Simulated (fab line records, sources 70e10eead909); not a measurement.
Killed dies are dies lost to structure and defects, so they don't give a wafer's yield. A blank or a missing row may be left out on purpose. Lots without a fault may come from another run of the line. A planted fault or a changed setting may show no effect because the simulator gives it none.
Chamber matching | flow nand_harc | NHARC_HYBRID_BOND_ACTIVATE_00 on rie_diel-11: 4 sister chambers
The step chemistry N2, time 60 s. 8 wafers are shown with their chamber, then 8 later ones without.

WAFERS WITH THEIR CHAMBER
wafer  | chamber | showerhead_plenum_p_Torr (Torr) | drypump_motor_current_A (A)
L599.4 | 2       | 1.78                            | 5.35
L603.1 | 0       | 1.76                            | 5.66
L603.3 | 3       | 1.89                            | 5.80
L603.6 | 1       | 1.89                            | 5.57
L615.2 | 2       | 1.78                            | 5.36
L615.3 | 0       | 1.76                            | 5.66
L615.6 | 1       | 1.89                            | 5.54
L617.3 | 3       | 1.88                            | 5.79

WAFERS WITHOUT THEIR CHAMBER
wafer  | showerhead_plenum_p_Torr (Torr) | drypump_motor_current_A (A)
L617.4 | 1.78                            | 5.34
L617.6 | 1.88                            | 5.78
L616.4 | 1.88                            | 5.56
L616.5 | 1.78                            | 5.32
L616.6 | 1.88                            | 5.79
L621.2 | 1.88                            | 5.55
L621.4 | 1.78                            | 5.28
L621.5 | 1.78                            | 5.30

WHICH CHAMBER EACH WENT THROUGH
wafer  | from the rows above | in truth
L617.4 | 2                   | 2
L617.6 | 3                   | 3
L616.4 | 1                   | 1
L616.5 | 2                   | 2
L616.6 | 3                   | 3
L621.2 | 1                   | 1
L621.4 | 2                   | 2
L621.5 | 2                   | 2
Placed correctly: 8 of 8. Can't be placed from these rows: 0. Placed wrongly: 0.
How it was worked out, from the rows above alone: a wafer's distance from a chamber is the root of the sum, over the readings, of the square of ((its reading less the chamber's mean) divided by the reading's scatter). The wafer belongs to the nearest chamber; if the next one is less than 2 further off, it can't be placed. A chamber's mean is the mean of its shown wafers. The scatter: the root of (the sum of the squares of (reading less its chamber's mean) over the shown wafers, divided by (wafers less chambers)).
